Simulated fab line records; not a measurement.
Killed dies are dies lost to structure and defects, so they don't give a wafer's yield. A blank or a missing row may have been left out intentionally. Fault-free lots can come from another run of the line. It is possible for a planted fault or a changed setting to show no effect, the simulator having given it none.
Matching of chambers || flow nand_harc || 4 sister chambers for NHARC_P_BONDPAD_STRIP_15 on rie_diel-09
The step strips in O2. 16 wafers are shown with their chamber, then 8 later ones without.

## WAFERS, EACH WITH ITS CHAMBER
{"wafer": "L078.4", "chamber": 2, "drypump_motor_current_A (A)": 6.6, "oes_product_au (a.u.)": 1.007, "throttle_valve_pct (%)": 17.043}
{"wafer": "L078.5", "chamber": 0, "drypump_motor_current_A (A)": 5.5, "oes_product_au (a.u.)": 0.994, "throttle_valve_pct (%)": 17.052}
{"wafer": "L078.6", "chamber": 3, "drypump_motor_current_A (A)": 4.9, "oes_product_au (a.u.)": 0.985, "throttle_valve_pct (%)": 17.042}
{"wafer": "L077.2", "chamber": 1, "drypump_motor_current_A (A)": 5.5, "oes_product_au (a.u.)": 0.971, "throttle_valve_pct (%)": 17.021}
{"wafer": "L077.3", "chamber": 0, "drypump_motor_current_A (A)": 5.5, "oes_product_au (a.u.)": 0.992, "throttle_valve_pct (%)": 17.046}
{"wafer": "L077.5", "chamber": 0, "drypump_motor_current_A (A)": 5.5, "oes_product_au (a.u.)": 0.995, "throttle_valve_pct (%)": 17.041}
{"wafer": "L081.1", "chamber": 0, "drypump_motor_current_A (A)": 5.5, "oes_product_au (a.u.)": 0.997, "throttle_valve_pct (%)": 17.021}
{"wafer": "L081.2", "chamber": 3, "drypump_motor_current_A (A)": 4.9, "oes_product_au (a.u.)": 0.976, "throttle_valve_pct (%)": 17.041}
{"wafer": "L081.3", "chamber": 1, "drypump_motor_current_A (A)": 5.6, "oes_product_au (a.u.)": 0.975, "throttle_valve_pct (%)": 17.041}
{"wafer": "L085.3", "chamber": 3, "drypump_motor_current_A (A)": 5.0, "oes_product_au (a.u.)": 1.004, "throttle_valve_pct (%)": 17.034}
{"wafer": "L085.4", "chamber": 3, "drypump_motor_current_A (A)": 4.9, "oes_product_au (a.u.)": 0.992, "throttle_valve_pct (%)": 17.028}
{"wafer": "L085.5", "chamber": 1, "drypump_motor_current_A (A)": 5.5, "oes_product_au (a.u.)": 0.976, "throttle_valve_pct (%)": 17.040}
{"wafer": "L086.2", "chamber": 0, "drypump_motor_current_A (A)": 5.4, "oes_product_au (a.u.)": 1.003, "throttle_valve_pct (%)": 17.039}
{"wafer": "L086.5", "chamber": 3, "drypump_motor_current_A (A)": 4.9, "oes_product_au (a.u.)": 0.991, "throttle_valve_pct (%)": 17.030}
{"wafer": "L086.6", "chamber": 0, "drypump_motor_current_A (A)": 5.4, "oes_product_au (a.u.)": 1.001, "throttle_valve_pct (%)": 17.049}
{"wafer": "L090.1", "chamber": 1, "drypump_motor_current_A (A)": 5.6, "oes_product_au (a.u.)": 0.963, "throttle_valve_pct (%)": 17.008}

SIGNATURES (means of the wafers above)
{"reading": "drypump_motor_current_A", "chamber 0": 5.467, "chamber 1": 5.550, "chamber 2": 6.600, "chamber 3": 4.920, "scatter within a chamber": 0.0511}
{"reading": "oes_product_au", "chamber 0": 0.99700, "chamber 1": 0.97125, "chamber 2": 1.00700, "chamber 3": 0.98960, "scatter within a chamber": 0.00716}
{"reading": "throttle_valve_pct", "chamber 0": 17.04133, "chamber 1": 17.02750, "chamber 2": 17.04300, "chamber 3": 17.03500, "scatter within a chamber": 0.0113}
Rule: for each reading, subtract the chamber's mean from the wafer's reading, divide by that reading's scatter and square the result; add these up over the readings and take the root, which gives the wafer's distance from the chamber. The wafer belongs to the nearest chamber; if the next one is less than 2 further off, it can't be placed. The scatter is the square root of a quotient: the sum, over the shown wafers, of each reading's squared deviation from its chamber's mean, divided by wafers minus chambers.

## WAFERS WITH NO CHAMBER GIVEN
{"wafer": "L090.2", "drypump_motor_current_A (A)": 5.4, "oes_product_au (a.u.)": 0.987, "throttle_valve_pct (%)": 17.043}
{"wafer": "L090.3", "drypump_motor_current_A (A)": 4.9, "oes_product_au (a.u.)": 0.991, "throttle_valve_pct (%)": 17.025}
{"wafer": "L091.1", "drypump_motor_current_A (A)": 4.9, "oes_product_au (a.u.)": 1.005, "throttle_valve_pct (%)": 17.043}
{"wafer": "L091.2", "drypump_motor_current_A (A)": 5.6, "oes_product_au (a.u.)": 0.974, "throttle_valve_pct (%)": 17.030}
{"wafer": "L091.3", "drypump_motor_current_A (A)": 5.5, "oes_product_au (a.u.)": 0.994, "throttle_valve_pct (%)": 17.038}
{"wafer": "L097.2", "drypump_motor_current_A (A)": 4.9, "oes_product_au (a.u.)": 1.008, "throttle_valve_pct (%)": 17.022}
{"wafer": "L097.5", "drypump_motor_current_A (A)": 5.5, "oes_product_au (a.u.)": 0.984, "throttle_valve_pct (%)": 17.031}
{"wafer": "L097.6", "drypump_motor_current_A (A)": 5.6, "oes_product_au (a.u.)": 1.007, "throttle_valve_pct (%)": 17.049}

## EACH ONE'S CHAMBER
{"wafer": "L090.2", "from the rows above": "can't be placed: 0 or 1", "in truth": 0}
{"wafer": "L090.3", "from the rows above": 3, "in truth": 3}
{"wafer": "L091.1", "from the rows above": 3, "in truth": 3}
{"wafer": "L091.2", "from the rows above": 1, "in truth": 1}
{"wafer": "L091.3", "from the rows above": 0, "in truth": 0}
{"wafer": "L097.2", "from the rows above": 3, "in truth": 3}
{"wafer": "L097.5", "from the rows above": "can't be placed: 1 or 0", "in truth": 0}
{"wafer": "L097.6", "from the rows above": 0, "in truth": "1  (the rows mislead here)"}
5 of 8 placed correctly. Not placeable from these rows: 2 (in 2, the candidates include the true chamber). Wrongly placed: 1.
